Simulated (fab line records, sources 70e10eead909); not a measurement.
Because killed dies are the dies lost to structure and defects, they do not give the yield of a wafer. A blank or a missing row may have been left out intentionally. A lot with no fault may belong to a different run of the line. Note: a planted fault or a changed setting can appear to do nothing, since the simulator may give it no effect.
fab line records ; flow nand-harc
record: lots: 6; wafers: 18; last-day: 24
route steps=1159 shown P_STI@102 P_GATE@110 END@1159
lots untouched by any fault: they come from a run of this same line in which no faults occurred
start-h: the number of hours between the record's first day and the start of the first shown wafer of the lot ; wait-h: how many hours have passed since the lot's step before this one ; " as in the row above ; L1.1+2: a row that stands for several wafers ; - either no value or no given start ; * or withheld: withheld ; < > ~ a bound
route shown NAME@n: a module of which the file shows steps, and the number in the route of the first ; usual: mean/standard deviation of fault-free wafers ; same: alike in all rows ; chamber/n: place in a boat ; sites: per-site readings ; _std_site: standard deviation of those values ; _edge_site: mean of outer sites minus mean of inner sites ; radius-mm: for every site, how far away it sits from the centre of the wafer ; mask NAME#n: copy n ; behind: the most recent tool/chamber to have shaped the wafer ; hold: the reason the lot was held/the length of the hold in hours/how it ended ; device: which transistor (n, p or np) failed to switch ; end of line: tests run on the same wafers once the route is complete ; where a step has no rows: the recipe by itself ; killed: dies lost to structure and defects at the first sort, not the wafer's yield ; map: the dies of a wafer, with x for killed, . for not killed, _ for no die there
set.NAME: the setting as run; set.NAME@STEP: as run at that earlier step ; model.NAME: the simulator's own value behind a step, which no gauge read
a table for each step, a row for each wafer; lots at some steps of the route
services: when a tool's chamber went out of use (start-h, in hours from the record's first day, below 0 if earlier), for how many hours, and the reason
== steps ==
step: NHARC_P_STI_SRD_35
step: NHARC_P_STI_ETCH_36
recipe: target-depth-a: 388; chemistry: dHF; material: SiO2
step: NHARC_P_STI_STRIP_24
recipe: temp-c: 160; chemistry: H3PO4; material: Si3N4
step: NHARC_P_STI_ETCH_37
recipe: target-depth-a: 110; chemistry: dHF; material: SiO2
step: NHARC_P_STI_PRECLEAN_38
recipe: time-s: *; temp-c: 50; bath-age-min: 0; chemistry: SC1
step: NHARC_P_STI_SRD_39
step: NHARC_P_STI_OXIDE_40
recipe: target-thk-a: 100; temp-c: 900; ox-time-s: 1362; material: SiO2
step: NHARC_P_STI_INSPECT_25
usual: raw-defect-count: 228/83
lot.wafer;tool;chamber;start-h;wait-h;raw-defect-count
L273.1;defect-inspect-02;-;95.06;0.4;141
L273.3;defect-inspect-02;-;95.06;0.4;190
L273.5;defect-inspect-02;-;95.06;0.4;168
L277.1;defect-inspect-02;-;115.50;0.4;168
L277.3;defect-inspect-02;-;115.50;0.4;189
L277.5;defect-inspect-02;-;115.50;0.4;219
L278.1;defect-inspect-01;-;115.50;0.4;123
L278.2;defect-inspect-01;-;115.50;0.4;217
L278.6;defect-inspect-01;-;115.50;0.4;249
L285.2;defect-inspect-02;-;155.87;0.4;260
L285.3;defect-inspect-02;-;155.87;0.4;281
L285.5;defect-inspect-02;-;155.87;0.4;211
L290.1;defect-inspect-01;-;187.97;0.4;238
L290.4;defect-inspect-01;-;187.97;0.4;213
L290.6;defect-inspect-01;-;187.97;0.4;243
L291.3;defect-inspect-01;-;197.98;0.4;194
L291.5;defect-inspect-01;-;197.98;0.4;162
L291.6;defect-inspect-01;-;197.98;0.4;155
step: NHARC_P_GATE_ETCH_69
recipe: target-depth-a: 140; chemistry: dHF; material: SiO2
step: NHARC_P_GATE_PRECLEAN_70
recipe: time-s: *; temp-c: 50; bath-age-min: 0; chemistry: SC1
step: NHARC_P_GATE_SRD_01
step: NHARC_P_GATE_OXIDE_02
recipe: target-thk-a: 375; temp-c: 950; p-h2o-torr: 720; ox-time-s: 365; material: SiO2
usual: ox-temp-c: 949.9/0.42; spike-tc-bottom-C: 969.5/1.8; tube-center-temp-C: 949.99/0.089; zone-power-upper-pct: 19.1/1.4
lot.wafer;tool;chamber;start-h;wait-h;ox-temp-c;spike-tc-bottom-C;tube-center-temp-C;zone-power-upper-pct
L273.1;furnace-07;0;98.34;-;950.3;971.2;949.86;20.7
L273.3;furnace-07;0;98.34;-;950.2;971.1;950.09;20.4
L273.5;furnace-07;0;98.34;-;950.9;969.2;949.98;20.5
L277.1;furnace-06;0;118.57;-;949.5;968.2;949.98;17.8
L277.3;furnace-06;0;118.57;-;950.1;967.6;949.97;17.6
L277.5;furnace-06;0;118.57;-;950.0;968.5;949.92;17.6
L277.1;furnace-06;0;123.19;0.4;950.1;968.9;949.9;17.7
L277.3;furnace-06;0;123.19;0.4;949.6;967.1;949.91;17.7
L277.5;furnace-06;0;123.19;0.4;949.6;968.5;950.1;17.7
L278.1;furnace-06;0;118.57;-;949.2;968.8;950.06;17.6
L278.2;furnace-06;0;118.57;-;949.6;967.7;950.03;17.5
L278.6;furnace-06;0;118.57;-;950.1;967.7;950;17.7
L278.1;furnace-06;0;123.19;0.4;949.9;970.9;950.08;17.6
L278.2;furnace-06;0;123.19;0.4;950.2;967.7;949.97;17.6
L278.6;furnace-06;0;123.19;0.4;949.8;967.9;949.98;17.8
L285.2;furnace-06;0;158.92;-;949.5;968.9;950.05;17.7
L285.3;furnace-06;0;158.92;-;949.3;969.0;950.1;17.5
L285.5;furnace-06;0;158.92;-;949.6;966.8;950.09;17.9
L290.1;furnace-07;0;191.89;-;949.5;970.6;950.09;20.2
L290.4;furnace-07;0;191.89;-;950.4;970.9;950.13;20.5
L290.6;furnace-07;0;191.89;-;950.2;970.5;949.97;20.6
L291.3;furnace-07;0;202.21;-;949.6;969.9;950.14;20.2
L291.5;furnace-07;0;202.21;-;950.6;970.7;949.99;20.3
L291.6;furnace-07;0;202.21;-;950.5;971.4;950;20.3
step: NHARC_P_GATE_DEHYDRATE_03
recipe: temp-c: 150; time-s: 120
step: NHARC_END_SORT_01
recipe: temp-c: 25
usual: killed-at-array: 26/9.9; killed-at-other: 0.8/1; killed-at-periphery: 2.8/2.2; killed-dies: 29/9.9; killed-open: 3.2/1.8; killed-short: 2.1/1.4
same: gross-dies: 677
lot.wafer;tool;chamber;start-h;wait-h;killed-at-array;killed-at-other;killed-at-periphery;killed-dies;killed-open;killed-short
L277.1;prober-01;0;490.28;2.5;33;0;644;677;5;1
L277.3;prober-01;0;491.88;3.1;51;0;626;677;6;6
L277.5;prober-01;0;493.48;3.7;33;0;644;677;2;0
L278.1;prober-02;0;496.50;2.5;33;1;643;677;3;1
L278.2;prober-02;0;497.31;2.8;15;1;661;677;2;5
L278.6;prober-02;0;500.56;4.1;23;0;654;677;2;1
killed by level:class
L277.1 P_GATE:area-oxide=641 A_CHANNEL_HOLE_D1:chamber-film-flake=12 A_SLIT:chamber-film-flake=9 A_CONTACT:chamber-film-flake=5 A_CONTACT:geometric-particle:open=2 A_STAIRCASE:chamber-film-flake=2 P_GATE:geometric-particle:open=1 P_M0:geometric-particle:open=1
L277.3 P_GATE:area-oxide=623 A_CHANNEL_HOLE_D1:chamber-film-flake=17 A_SLIT:chamber-film-flake=16 A_CONTACT:chamber-film-flake=5 A_ONON_D1:geometric-particle:short=2 A_CHANNEL_FILL_D1:geometric-particle:open=2 A_WL_FILL:geometric-particle:open=2 A_M0:geometric-particle:short=2
L277.5 P_GATE:area-oxide=641 A_CHANNEL_HOLE_D1:chamber-film-flake=14 A_SLIT:chamber-film-flake=11 A_CONTACT:chamber-film-flake=5 A_STAIRCASE:chamber-film-flake=2 P_GATE:geometric-particle:open=1 A_BLC:geometric-particle:open=1 P_ZERO_WELL:chamber-film-flake=1
L278.1 P_GATE:area-oxide=641 A_CONTACT:chamber-film-flake=14 A_STAIRCASE:chamber-film-flake=13 A_CHANNEL_HOLE_D1:chamber-film-flake=2 P_GATE:geometric-particle:open=1 A_WL_FILL:geometric-particle:open=1 A_CONTACT:geometric-particle:open=1 A_M0:geometric-particle:short=1
L278.2 P_GATE:area-oxide=658 A_STAIRCASE:chamber-film-flake=4 A_CONTACT:chamber-film-flake=4 P_CONTACT:geometric-particle:short=3 A_SOURCE_PLATE:geometric-particle:short=1 A_WL_FILL:geometric-particle:short=1 A_CONTACT:geometric-particle:open=1 A_M0:geometric-particle:open=1
L278.6 P_GATE:area-oxide=653 A_CONTACT:chamber-film-flake=8 A_STAIRCASE:chamber-film-flake=5 A_CHANNEL_HOLE_D1:chamber-film-flake=4 A_WL_FILL:chamber-film-flake=2 P_M0:geometric-particle:open=1 A_WL_FILL:geometric-particle:open=1 A_CONTACT:geometric-particle:short=1
map L277.1 (x killed, . not)
____________x____________
_________xxxxxxx_________
_______xxxxxxxxxxx_______
______xxxxxxxxxxxxx______
_____xxxxxxxxxxxxxxx_____
____xxxxxxxxxxxxxxxxx____
____xxxxxxxxxxxxxxxxx____
___xxxxxxxxxxxxxxxxxxx___
___xxxxxxxxxxxxxxxxxxx___
__xxxxxxxxxxxxxxxxxxxxx__
__xxxxxxxxxxxxxxxxxxxxx__
_xxxxxxxxxxxxxxxxxxxxxxx_
_xxxxxxxxxxxxxxxxxxxxxxx_
_xxxxxxxxxxxxxxxxxxxxxxx_
_xxxxxxxxxxxxxxxxxxxxxxx_
_xxxxxxxxxxxxxxxxxxxxxxx_
xxxxxxxxxxxxxxxxxxxxxxxxx
xxxxxxxxxxxxxxxxxxxxxxxxx
xxxxxxxxxxxxxxxxxxxxxxxxx
xxxxxxxxxxxxxxxxxxxxxxxxx
xxxxxxxxxxxxxxxxxxxxxxxxx
_xxxxxxxxxxxxxxxxxxxxxxx_
_xxxxxxxxxxxxxxxxxxxxxxx_
_xxxxxxxxxxxxxxxxxxxxxxx_
_xxxxxxxxxxxxxxxxxxxxxxx_
_xxxxxxxxxxxxxxxxxxxxxxx_
__xxxxxxxxxxxxxxxxxxxxx__
__xxxxxxxxxxxxxxxxxxxxx__
___xxxxxxxxxxxxxxxxxxx___
___xxxxxxxxxxxxxxxxxxx___
____xxxxxxxxxxxxxxxxx____
____xxxxxxxxxxxxxxxxx____
_____xxxxxxxxxxxxxxx_____
______xxxxxxxxxxxxx______
_______xxxxxxxxxxx_______
_________xxxxxxx_________
____________x____________
map L278.1 (x killed, . not)
____________x____________
_________xxxxxxx_________
_______xxxxxxxxxxx_______
______xxxxxxxxxxxxx______
_____xxxxxxxxxxxxxxx_____
____xxxxxxxxxxxxxxxxx____
____xxxxxxxxxxxxxxxxx____
___xxxxxxxxxxxxxxxxxxx___
___xxxxxxxxxxxxxxxxxxx___
__xxxxxxxxxxxxxxxxxxxxx__
__xxxxxxxxxxxxxxxxxxxxx__
_xxxxxxxxxxxxxxxxxxxxxxx_
_xxxxxxxxxxxxxxxxxxxxxxx_
_xxxxxxxxxxxxxxxxxxxxxxx_
_xxxxxxxxxxxxxxxxxxxxxxx_
_xxxxxxxxxxxxxxxxxxxxxxx_
xxxxxxxxxxxxxxxxxxxxxxxxx
xxxxxxxxxxxxxxxxxxxxxxxxx
xxxxxxxxxxxxxxxxxxxxxxxxx
xxxxxxxxxxxxxxxxxxxxxxxxx
xxxxxxxxxxxxxxxxxxxxxxxxx
_xxxxxxxxxxxxxxxxxxxxxxx_
_xxxxxxxxxxxxxxxxxxxxxxx_
_xxxxxxxxxxxxxxxxxxxxxxx_
_xxxxxxxxxxxxxxxxxxxxxxx_
_xxxxxxxxxxxxxxxxxxxxxxx_
__xxxxxxxxxxxxxxxxxxxxx__
__xxxxxxxxxxxxxxxxxxxxx__
___xxxxxxxxxxxxxxxxxxx___
___xxxxxxxxxxxxxxxxxxx___
____xxxxxxxxxxxxxxxxx____
____xxxxxxxxxxxxxxxxx____
_____xxxxxxxxxxxxxxx_____
______xxxxxxxxxxxxx______
_______xxxxxxxxxxx_______
_________xxxxxxx_________
____________x____________
== services ==
tool;chamber;start-h;hours;kind
furnace-06;-;112.15;1.5;repair
furnace-06;-;198.00;26.0;pm
== key ==
first-sign: step: NHARC_P_GATE_OXIDE_02; reading: visit; direction: added
effect: step: NHARC_END_SORT_01; reading: killed-at-periphery; direction: up; sigmas: 99+; usual: 2.8; struck: 645.3
more-kills-born-at: NHARC_P_GATE_OXIDE_02@furnace-06: 3857
met-at NHARC_P_GATE_OXIDE_02
struck-wafers L277.1,L277.3,L277.5,L278.1,L278.2,L278.6
later-rows-left-out L277.1,L277.3,L277.5,L278.1,L278.2,L278.6
tester-left-out L277,L278
fault: kind: repeated-step-whole; tool: furnace-01,furnace-06,furnace-07; chamber: -; onset-h: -; steps: NHARC_P_GATE_OXIDE_02; times: 1; scope: struck-lots-only
tester-left-out: of these lots the tester's yield and bins aren't shown, on N5 and GAA mostly nor the transistor test; their killed dies are dies lost to structure and defects alone, not to doping, threshold or leakage, so they don't give the yield
later-rows-left-out: the simulator's readings of these wafers behind a module that went badly wrong aren't trusted and aren't shown, but for the sort
